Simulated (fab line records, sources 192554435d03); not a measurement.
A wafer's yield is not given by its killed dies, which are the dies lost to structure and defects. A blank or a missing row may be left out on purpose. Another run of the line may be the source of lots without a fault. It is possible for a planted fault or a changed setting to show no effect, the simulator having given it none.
fab line records ; flow n5Finfet
record lots=5; wafers=15; lastDay=18
route steps=1938 shown BEOL_M3@969 BEOL_M4@1111 PASSIVATION@1936
lots with no fault: from the same line, run without faults
startH: hours from the record's opening day to when the first of the lot's shown wafers began ; waitH: time in hours since the lot's previous step ; " unchanged from the row above ; L1.1+2: several wafers, shown together as one row ; - either no value or no given start ; * or withheld: withheld ; < > ~ a bound
route shown NAME@n: a module of which the file shows steps, and the number in the route of the first ; usual: mean/standard deviation taken from wafers without a fault ; same: alike in all rows ; chamber/n: place in a boat ; sites: per-site readings ; _std_site: the standard deviation of these ; _edge_site: outer sites' mean less inner sites' ; radiusMm: for every site, how far away it sits from the centre of the wafer ; mask NAME#n: copy n ; behind: tool/chamber where the wafer was last shaped ; hold: cause of the lot's hold/its duration in hours/its outcome ; device: which transistor (n, p or np) failed to switch ; end of line: the route-end tests of the same wafers ; a step given without rows: its recipe and nothing more ; killed: the dies lost at the first sort to structure and to defects; this is not the yield of the wafer ; map: a wafer's dies, marking killed ones x, the rest . and places with no die _
set.NAME: setting as actually run; set.NAME@STEP: the setting as run at that earlier step ; model.NAME: the simulator's own value behind a step, which no gauge read
lots seen at some steps along the route; tables by step, rows by wafer
services: the hour from which a tool's chamber was out of use, counted from the record's first day as startH (under 0 if before that day), plus the number of hours and why
## steps
# step N5_BEOL_M3_DESCUM_33
# recipe chemistry=O2; timeS=7; sourcePowerW=50; biasPowerW=20; pressureMtorr=20; rfFrequencyHz=2.712e+07; tempC=40; resist=CAR-EUV; o2FlowSccm=225
# step N5_BEOL_M3_ETCH_77
# recipe chemistry=N2/H2; target=underlayer; targetDepthA=65; maskMaterial=CAR-EUV; timeS=5.2; ionEnergyEv=200; pressureMtorr=30; sourceW=840; biasW=150; n2FlowSccm=200; h2FlowSccm=200; ends=cleared
# usual chamberPressureMTorr=30.00/0.039; drypumpMotorCurrentA=5.8/0.39; etchRfOnTimeS=5.19/0.11; n2FlowSccm=199.9/0.65; oesProductAu=0.70/0.071; rfVppV=523/3; showerheadPlenumPTorr=2.53/0.095; throttleValvePct=17.85/0.19
lot.wafer;tool;chamber;startH;waitH;chamberPressureMTorr;drypumpMotorCurrentA;etchRfOnTimeS;n2FlowSccm;oesProductAu;rfHoursCounterH;rfVppV;showerheadPlenumPTorr;throttleValvePct
L848.1;rieDiel-04;3;173.06;0.0;30.04;6.0;5.04;198.7;0.84;4;521;2.50;17.59
L848.2;rieDiel-04;1;173.06;0.0;30.01;6.2;5.07;200.4;0.69;97;524;2.57;17.76
L848.6;rieDiel-04;0;173.06;0.0;30.01;6.3;5.33;199.5;0.65;-;519;2.34;17.91
L849.1;rieDiel-03;2;173.25;0.0;29.89;5.7;5.25;200.9;0.72;55;522;2.58;17.82
L849.4;rieDiel-03;3;173.25;0.0;29.97;6.3;5.24;200.6;0.69;101;526;2.67;17.77
L849.6;rieDiel-03;0;173.25;0.0;30.01;5.4;5.26;200.8;0.62;-;525;2.53;18.30
L863.1;rieDiel-02;2;242.39;0.0;30.00;5.8;5.23;198.7;0.58;244;521;2.51;17.92
L863.2;rieDiel-02;3;242.39;0.0;30.02;5.5;5.18;199.6;0.63;180;524;2.52;17.84
L863.3;rieDiel-02;1;242.39;0.0;30.04;5.2;5.17;201.3;0.74;40;521;2.48;17.59
L867.1;rieDiel-04;3;257.03;0.0;30.05;6.1;5.09;200.3;0.77;29;524;2.49;17.65
L867.2;rieDiel-04;0;257.03;0.0;30.00;6.4;5.37;201.1;0.65;137;519;2.34;17.91
L867.5;rieDiel-04;0;257.03;0.0;29.99;6.4;5.32;200.4;0.65;-;519;2.34;17.92
L870.1;rieDiel-03;0;302.92;0.0;30.03;5.4;5.22;200.6;0.59;219;526;2.51;18.35
L870.2;rieDiel-03;3;302.92;0.0;30.04;6.3;5.28;200.4;0.66;138;528;2.65;17.84
L870.3;rieDiel-03;1;302.92;0.0;29.97;5.8;5.04;199.2;0.75;36;527;2.61;17.83
# step N5_BEOL_M3_ETCH_69
# recipe chemistry=CF4; target=SiARC; targetDepthA=156; maskMaterial=CAR-EUV; timeS=26; ionEnergyEv=80; pressureMtorr=40; sourceW=545; biasW=36; Ar_flow_sccm=100; cf4FlowSccm=100; ends=cleared
# usual chamberPressureMTorr=40.00/0.036; drypumpMotorCurrentA=5.8/0.39; etchRfOnTimeS=25.8/0.59; oesProductAu=0.70/0.073; rfVppV=183.9/1.3; showerheadPlenumPTorr=2.13/0.073; throttleValvePct=15.63/0.21
lot.wafer;tool;chamber;startH;waitH;chamberPressureMTorr;drypumpMotorCurrentA;etchRfOnTimeS;oesProductAu;rfHoursCounterH;rfVppV;showerheadPlenumPTorr;throttleValvePct
L848.1;rieDiel-04;3;173.08;0.0;39.92;6.1;25.2;0.84;4;182.7;2.10;15.41
L848.2;rieDiel-04;1;173.08;0.0;40.03;6.2;25.0;0.70;97;183.0;2.16;15.53
L848.6;rieDiel-04;0;173.08;0.0;39.97;6.3;26.5;0.66;-;183.0;2.01;15.76
L849.1;rieDiel-03;2;173.27;0.0;40.01;5.7;26.0;0.73;55;184.4;2.17;15.54
L849.4;rieDiel-03;3;173.27;0.0;39.99;6.3;25.7;0.70;101;184.9;2.25;15.68
L849.6;rieDiel-03;0;173.27;0.0;39.98;5.4;26.0;0.62;-;183.9;2.14;16.06
L863.1;rieDiel-02;2;242.41;0.0;39.98;5.7;26.3;0.58;244;182.2;2.11;15.65
L863.2;rieDiel-02;3;242.41;0.0;39.98;5.4;26.4;0.60;180;184.9;2.13;15.70
L863.3;rieDiel-02;1;242.41;0.0;40.04;5.2;25.6;0.74;40;183.1;2.09;15.21
L867.1;rieDiel-04;3;257.04;0.0;40.00;6.0;25.3;0.79;29;184.1;2.09;15.46
L867.2;rieDiel-04;0;257.04;0.0;39.97;6.4;26.8;0.64;137;181.8;2.00;15.78
L867.5;rieDiel-04;0;257.04;0.0;40.03;6.4;26.7;0.64;-;182.8;2.00;15.80
L870.1;rieDiel-03;0;302.94;0.0;39.99;5.4;26.4;0.59;219;181.9;2.13;16.14
L870.2;rieDiel-03;3;302.94;0.0;39.92;6.3;26.0;0.67;138;186.4;2.24;15.75
L870.3;rieDiel-03;1;302.94;0.0;39.94;5.8;25.0;0.76;36;185.0;2.18;15.44
# step N5_BEOL_M3_ALD_98
# recipe material=SiO2; targetThkA=25; tempC=100; aldPrecursorFamily=BDEAS; aldCoReactant=O2-plasma; pulseTimeS=1; coReactantPulseTimeS=1; purgeTimeS=2; coReactantPurgeTimeS=2; aldCycles=17; pressureTorr=2
# usual heaterPowerW=76/6; precursorPulseHeightRel=0.999/0.02
lot.wafer;tool;chamber;startH;waitH;heaterPowerW;precursorPulseHeightRel
L848.1;aldSin-04;0;173.30;0.2;74;1.014
L848.2;aldSin-04;1;173.30;0.2;68;0.967
L848.6;aldSin-04;3;173.30;0.2;81;0.980
L849.1;aldSin-04;1;173.40;0.1;70;1.007
L849.4;aldSin-04;0;173.40;0.1;75;1.012
L849.6;aldSin-04;3;173.40;0.1;80;0.960
L863.1;aldSin-04;3;242.49;0.1;80;1.016
L863.2;aldSin-04;2;242.49;0.1;80;0.990
L863.3;aldSin-04;1;242.49;0.1;70;1.001
L867.1;aldSin-03;3;257.69;0.6;71;1.016
L867.2;aldSin-03;1;257.69;0.6;78;1.021
L867.5;aldSin-03;1;257.69;0.6;79;1.012
L870.1;aldSin-04;3;303.02;0.1;80;0.981
L870.2;aldSin-04;0;303.02;0.1;73;1.006
L870.3;aldSin-04;1;303.02;0.1;71;0.997
# step N5_BEOL_M3_ETCHBACK_99
# recipe chemistry=CHF3; target=SiO2; targetDepthA=50; timeS=10.4; sourceW=215; biasW=47; Ar_flow_sccm=200; CHF3_flow_sccm=12; ionEnergyEv=100; pressureMtorr=30
# usual chamberPressureMTorr=30.000/0.027; drypumpMotorCurrentA=5.7/0.41; oes_ar_750_au=0.80/0.085; oesProductAu=0.80/0.089; rfVppV=239/5; showerheadPlenumPTorr=2.14/0.078; throttleValvePct=17.08/0.21
# same timeS=10.4
lot.wafer;tool;chamber;startH;waitH;chamberPressureMTorr;drypumpMotorCurrentA;oes_ar_750_au;oesProductAu;rfHoursCounterH;rfVppV;showerheadPlenumPTorr;throttleValvePct
L849.1;rieDiel-02;0;173.60;0.2;30.006;5.0;0.79;0.78;145;235;1.99;17.22
L849.4;rieDiel-02;3;173.60;0.2;29.983;5.4;0.73;0.74;158;249;2.15;17.10
L849.6;rieDiel-02;2;173.60;0.2;29.958;5.7;0.69;0.70;-;246;2.13;17.07
L848.1;rieDiel-03;2;174.61;1.3;30.031;5.7;0.84;0.84;55;239;2.17;16.99
L848.2;rieDiel-03;0;174.61;1.3;30.009;5.4;0.73;0.73;184;241;2.15;17.49
L848.6;rieDiel-03;2;174.61;1.3;29.975;5.7;0.84;0.86;-;238;2.17;16.99
L863.1;rieDiel-03;1;243.68;1.1;30.026;5.8;0.92;0.93;20;232;2.21;16.95
L863.2;rieDiel-03;3;243.68;1.1;30.017;6.3;0.81;0.80;122;233;2.27;17.22
L863.3;rieDiel-03;2;243.68;1.1;30.001;5.7;0.81;0.82;75;236;2.17;17.03
L867.1;rieDiel-02;3;262.57;4.8;30.045;5.5;0.71;0.71;186;249;2.14;17.13
L867.2;rieDiel-02;2;262.57;4.8;29.984;5.8;0.67;0.66;250;245;2.12;17.12
L867.5;rieDiel-02;1;262.57;4.8;30.006;5.2;0.85;0.86;-;237;2.10;16.71
L870.1;rieDiel-02;3;303.56;0.5;29.992;5.4;0.69;0.71;200;248;2.13;17.18
L870.2;rieDiel-02;1;303.56;0.5;30.046;5.2;0.83;0.84;62;237;2.10;16.74
L870.3;rieDiel-02;2;303.56;0.5;29.977;5.8;0.97;0.99;7;244;2.12;16.73
# step N5_BEOL_M3_ETCH_70
# recipe chemistry=N2/H2; target=SOC; targetDepthA=800; overetchA=160; maskMaterial=SiARC; tempC=40; timeS=120; ionEnergyEv=200; pressureMtorr=30; sourceW=840; biasW=150; n2FlowSccm=200; h2FlowSccm=200
# step N5_BEOL_M3_STRIP_71
# recipe chemistry=N2/H2; tempC=40; n2FlowSccm=200; h2FlowSccm=200; rfFrequencyHz=6e+07
# step N5_BEOL_M3_STRIP_78
# recipe chemistry=N2/H2; tempC=40; n2FlowSccm=200; h2FlowSccm=200; rfFrequencyHz=6e+07
# step N5_BEOL_M3_VIA_ETCH_34
# recipe chemistry=C4F6/O2; targetDepthA=694; maskMaterial=SOC; pressureMtorr=15; ionEnergyEv=250; taperDeg=4; timeS=65.9; sourceW=350; biasW=170; Ar_flow_sccm=300; C4F6_flow_sccm=10; O2_flow_sccm=10
# step N5_BEOL_M3_STRIP_83
# recipe chemistry=C4F6/O2; resist=SiARC; rfFrequencyHz=6e+07
# step N5_BEOL_M3_STRIP_36
# recipe chemistry=N2/H2; powerW=450; tempC=40; pressureMtorr=20; rfFrequencyHz=6e+07; overashFraction=0.3; biasPowerW=7; h2Frac=0.5; n2FlowSccm=200; h2FlowSccm=200
# step N5_BEOL_M3_TRENCH_ETCH_37
# recipe chemistry=C4F6/O2; targetDepthA=555.55; target=SiOC; timeS=29.2; ionEnergyEv=250; pressureMtorr=30; sourceW=355; biasW=185; Ar_flow_sccm=300; C4F6_flow_sccm=10; O2_flow_sccm=10
# usual O2_flow_sccm=10.00/0.035; chamberPressureMTorr=29.998/0.028; drypumpMotorCurrentA=5.7/0.41; oes_ar_750_au=0.80/0.085; oesProductAu=0.80/0.088; rfVppV=661/14; showerheadPlenumPTorr=2.83/0.099; throttleValvePct=20.88/0.21
# same timeS=29.2
lot.wafer;tool;chamber;startH;waitH;O2_flow_sccm;chamberPressureMTorr;drypumpMotorCurrentA;oes_ar_750_au;oesProductAu;rfHoursCounterH;rfVppV;showerheadPlenumPTorr;throttleValvePct
L849.1;rieDiel-02;0;-;-;10.01;29.968;5.0;0.79;0.78;145;650;2.64;21.00
L849.4;rieDiel-02;3;-;-;10.02;30.009;5.4;0.72;0.74;158;687;2.84;20.88
L849.6;rieDiel-02;2;-;-;9.99;30.022;5.8;0.69;0.69;-;677;2.82;20.78
L848.1;rieDiel-03;2;-;-;10.00;30.012;5.7;0.85;0.85;55;655;2.87;20.78
L848.2;rieDiel-03;0;-;-;9.96;30.007;5.4;0.73;0.73;184;663;2.84;21.31
L848.6;rieDiel-03;2;-;-;10.00;30.031;5.7;0.84;0.85;-;656;2.87;20.80
L863.1;rieDiel-03;1;-;-;9.96;29.979;5.8;0.92;0.91;20;643;2.92;20.80
L863.2;rieDiel-03;3;-;-;9.94;29.990;6.3;0.81;0.79;122;648;3.00;21.07
L863.3;rieDiel-03;2;-;-;10.03;29.986;5.7;0.82;0.83;75;655;2.87;20.81
L867.1;rieDiel-02;3;-;-;9.99;30.036;5.4;0.70;0.72;186;688;2.83;20.91
L867.2;rieDiel-02;2;-;-;9.94;30.008;5.7;0.68;0.67;250;676;2.81;20.84
L867.5;rieDiel-02;1;-;-;9.99;29.967;5.2;0.85;0.86;-;656;2.78;20.51
L870.1;rieDiel-02;3;-;-;10.09;30.000;5.4;0.69;0.71;200;688;2.82;20.93
L870.2;rieDiel-02;1;-;-;10.04;29.996;5.2;0.83;0.85;63;657;2.77;20.56
L870.3;rieDiel-02;2;-;-;10.00;29.957;5.8;0.98;1.00;7;675;2.81;20.55
# step N5_BEOL_M3_ETCH_41
# recipe chemistry=CH3F/O2; target=SiCN; targetDepthA=299; taperDeg=2; timeS=52.5; ionEnergyEv=120; maskMaterial=TiN; pressureMtorr=30; sourceW=395; biasW=75; Ar_flow_sccm=150; CH3F_flow_sccm=30; O2_flow_sccm=20
# usual O2_flow_sccm=20.00/0.06; chamberPressureMTorr=30.00/0.034; drypumpMotorCurrentA=5.7/0.41; oesProductAu=0.80/0.087; rfVppV=297.0/1.8; showerheadPlenumPTorr=1.99/0.072; throttleValvePct=16.32/0.21
# same timeS=52.5
lot.wafer;tool;chamber;startH;waitH;O2_flow_sccm;chamberPressureMTorr;drypumpMotorCurrentA;oesProductAu;rfHoursCounterH;rfVppV;showerheadPlenumPTorr;throttleValvePct;model.etch.depthNm
L849.1;rieDiel-02;0;173.87;-;19.94;29.97;5.0;0.79;145;294.4;1.85;16.44;20
L849.4;rieDiel-02;3;173.87;-;19.93;29.96;5.5;0.75;158;298.6;1.99;16.35;20.09
L849.6;rieDiel-02;2;173.87;-;19.97;30.02;5.7;0.69;-;297.9;1.98;16.32;19.92
L848.1;rieDiel-03;2;174.88;-;19.94;30.08;5.7;0.86;55;298.6;2.02;16.27;20.03
L848.2;rieDiel-03;0;174.88;-;19.97;29.98;5.4;0.73;184;296.3;1.99;16.73;19.82
L848.6;rieDiel-03;2;174.88;-;20.03;29.95;5.7;0.85;-;298.5;2.02;16.26;19.92
L863.1;rieDiel-03;1;243.95;-;19.95;29.98;5.8;0.78;20;299.7;2.05;16.18;15.74
L863.2;rieDiel-03;3;243.95;-;20.10;29.95;6.3;0.68;122;298.1;2.11;16.47;15.1
L863.3;rieDiel-03;2;243.95;-;20.01;30.00;5.7;0.82;75;298.9;2.02;16.29;19.79
L867.1;rieDiel-02;3;262.84;-;20.04;29.97;5.4;0.71;186;297.1;1.99;16.39;19.91
L867.2;rieDiel-02;2;262.84;-;20.09;30.00;5.7;0.67;250;296.0;1.97;16.39;19.72
L867.5;rieDiel-02;1;262.84;-;20.00;30.02;5.2;0.86;-;296.4;1.95;15.97;20.22
L870.1;rieDiel-02;3;303.83;-;20.02;30.00;5.4;0.70;200;296.3;1.98;16.41;19.86
L870.2;rieDiel-02;1;303.83;-;20.03;30.00;5.2;0.83;63;296.3;1.95;16.01;20.12
L870.3;rieDiel-02;2;303.83;-;19.91;30.00;5.8;0.99;7;296.7;1.97;15.98;20.44
# step N5_BEOL_M3_STRIP_97
# recipe chemistry=N2/H2; timeS=10; powerW=450; tempC=40; pressureMtorr=20; rfFrequencyHz=6e+07; biasPowerW=7; n2FlowSccm=200; h2FlowSccm=200
# step N5_BEOL_M4_RC_MEAS_101
# usual DIBL_N=36.0/1.7; DIBL_P=36.2/2.3; IOFF_N=0.16/0.03; IOFF_P=0.21/0.036; ION_N=679/11; ION_P=465/7.1; SS_N=71.4/0.58; SS_P=73.3/0.75; VT_N=249/3.1; VT_P=-251/3.5
lot.wafer;tool;chamber;startH;waitH;DIBL_N[mV/V];DIBL_P[mV/V];IOFF_N[nA/um];IOFF_P[nA/um];ION_N[uA/um];ION_P[uA/um];SS_N[mV/dec];SS_P[mV/dec];VT_N[mV];VT_P[mV]
L849.1;prober-01;0;189.08;0.0;33.8;33.3;0.13;0.17;673;462;70.6;72.4;253;-251
L849.4;prober-01;0;189.08;0.0;35.8;36.5;0.18;0.23;692;472;70.8;73.1;246;-248
L849.6;prober-01;0;189.08;0.0;33.3;32.1;0.12;0.17;662;449;70.9;72.0;253;-256
L848.1;prober-02;0;190.71;0.0;39.3;38.5;0.20;0.27;696;472;72.0;74.8;246;-246
L848.2;prober-02;0;190.71;0.0;37.4;37.0;0.17;0.25;673;467;71.2;73.1;249;-246
L848.6;prober-02;0;190.71;0.0;35.4;34.0;0.14;0.20;670;457;72.0;73.1;250;-250
L863.1;prober-01;0;258.97;0.0;36.3;36.8;0.20;0.22;693;464;72.3;73.8;247;-249
L863.2;prober-01;0;258.97;0.0;34.4;34.5;0.15;0.18;678;460;71.3;73.8;251;-251
L863.3;prober-01;0;258.97;0.0;35.4;35.7;0.17;0.21;691;465;71.9;73.7;249;-249
L867.1;prober-02;0;283.56;0.0;34.7;37.0;0.15;0.19;681;464;71.3;73.2;246;-253
L867.2;prober-02;0;283.56;0.0;34.5;35.4;0.15;0.16;683;457;71.2;73.1;249;-252
L867.5;prober-02;0;283.56;0.0;36.7;39.0;0.19;0.22;686;468;72.2;74.2;245;-251
L870.1;prober-02;0;320.85;0.0;40.9;42.9;0.25;0.31;697;469;72.0;74.5;242;-244
L870.2;prober-02;0;320.85;0.0;34.9;37.2;0.15;0.21;676;467;71.2;72.6;250;-249
L870.3;prober-02;0;320.85;0.0;34.0;35.8;0.13;0.17;665;456;70.7;72.6;254;-252
# step N5_PASSIVATION_PROBE_49
# usual defectLimitedYield=91.3/1.5; killed_at_M0_to_M3=31/11; killed_at_M4_up=14/5.1; killedAtContacts=12/5.6; killedAtFrontEnd=42/12; killedAtOther=3.8/2.9; killedDies=103/18; killedOpen=67/14; killedShort=33/8; sort_bin_5_function=5.1/1; sort_bin_6_memory=3.2/0.75; sortNPass=1077/18; sortYieldPct=91.3/1.5
# same grossDies=1180; killedAtBackSide=0; sort_bin_4_leakage[%]=0; sort_bin_8_speed[%]=0
lot.wafer;tool;chamber;startH;waitH;defectLimitedYield[%];killed_at_M0_to_M3;killed_at_M4_up;killedAtContacts;killedAtFrontEnd;killedAtOther;killedDies;killedOpen;killedShort;sort_bin_5_function[%];sort_bin_6_memory[%];sortNPass;sortYieldPct[%]
L867.1;prober-02;-;385.89;0.0;93.8;26;8;8;25;6;73;39;32;3.5;2.4;1107;93.8
L867.2;prober-02;-;385.94;0.1;92.2;32;14;9;30;7;92;57;34;4.5;2.9;1088;92.2
L867.5;prober-02;-;386.09;0.2;92.7;23;10;11;33;9;86;52;33;3.9;3.2;1094;92.7
# killed by level:class
L867.1 MOL_CONTACT_COAG:geometricParticle:open=8 BEOL_M0_SAQP:geometricParticle:short=8 BEOL_M0_SAQP:geometricParticle:open=7 FIN_SAQP:geometricParticle:short=4 STI_FIN_REVEAL:geometricParticle:open=4 BEOL_M4:geometricParticle:open=4 ILD0:geometricParticle:short=3 BEOL_M1:geometricParticle:short=3
L867.2 STI_FIN_REVEAL:geometricParticle:open=16 BEOL_M0_SAQP:geometricParticle:short=10 MOL_CONTACT_COAG:geometricParticle:open=8 BEOL_M0:geometricParticle:open=8 BEOL_M4:geometricParticle:open=6 BEOL_M4:geometricParticle:short=5 BEOL_M0_SAQP:geometricParticle:open=4 MIM_TOP_ETCH:geometricParticle:short=4
L867.5 STI_FIN_REVEAL:geometricParticle:open=9 MOL_CONTACT_COAG:geometricParticle:open=7 BEOL_M0_SAQP:geometricParticle:open=6 BEOL_M1:geometricParticle:short=6 GATE_CUT:geometricParticle:open=5 MOL_CONTACT_COAG:geometricParticle:short=4 MIM_TOP_ETCH:geometricParticle:short=4 SPACER0:geometricParticle:open=3
## services
tool;chamber;startH;hours;kind
aldSin-03;1;155.05;4.3;repair
aldSin-04;3;161.32;9.1;repair
rieDiel-04;2;165.08;-;clean
rieDiel-04;2;165.08;-;consumableReplace:focusRing
rieDiel-04;2;165.08;20.6;scheduledDown
rieDiel-04;2;165.08;20.6;ventCycle
rieDiel-02;-;197.02;0.7;repair
rieDiel-02;1;204.40;10.7;repair
aldSin-03;3;212.51;5.3;repair
aldSin-03;1;221.01;18.6;repair
aldSin-04;1;221.87;4.1;repair
rieDiel-03;0;239.43;7.2;repair
aldSin-03;-;247.27;2.8;pm
aldSin-04;2;255.77;4.5;repair
aldSin-03;0;257.92;3.9;repair
rieDiel-02;0;259.82;6.2;repair
rieDiel-02;2;266.34;-;clean
rieDiel-02;2;266.34;-;consumableReplace:focusRing
rieDiel-02;2;266.34;18.4;scheduledDown
rieDiel-02;2;266.34;18.4;ventCycle
aldSin-04;-;268.25;14.0;pm
aldSin-04;0;268.25;14.0;ventCycle
aldSin-04;1;268.25;14.0;ventCycle
rieDiel-04;2;277.56;5.6;repair
## key
firstSign none at tools or gauges
modelEffect step=N5_BEOL_M3_ETCH_41; value=etch.depthNm; without=19.89; struck=15.42
metAt N5_BEOL_M3_ETCH_41
struckWafers L863.1,L863.2
onsetBetween 174.88 243.95
fault kind=processParameterDrift; tool=rieDiel-03; chamber=-; onsetH=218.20; steps=N5_BEOL_M3_ETCH_41; channel=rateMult; offset=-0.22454; shape=step; endH=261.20; scope=struckWafersOnly
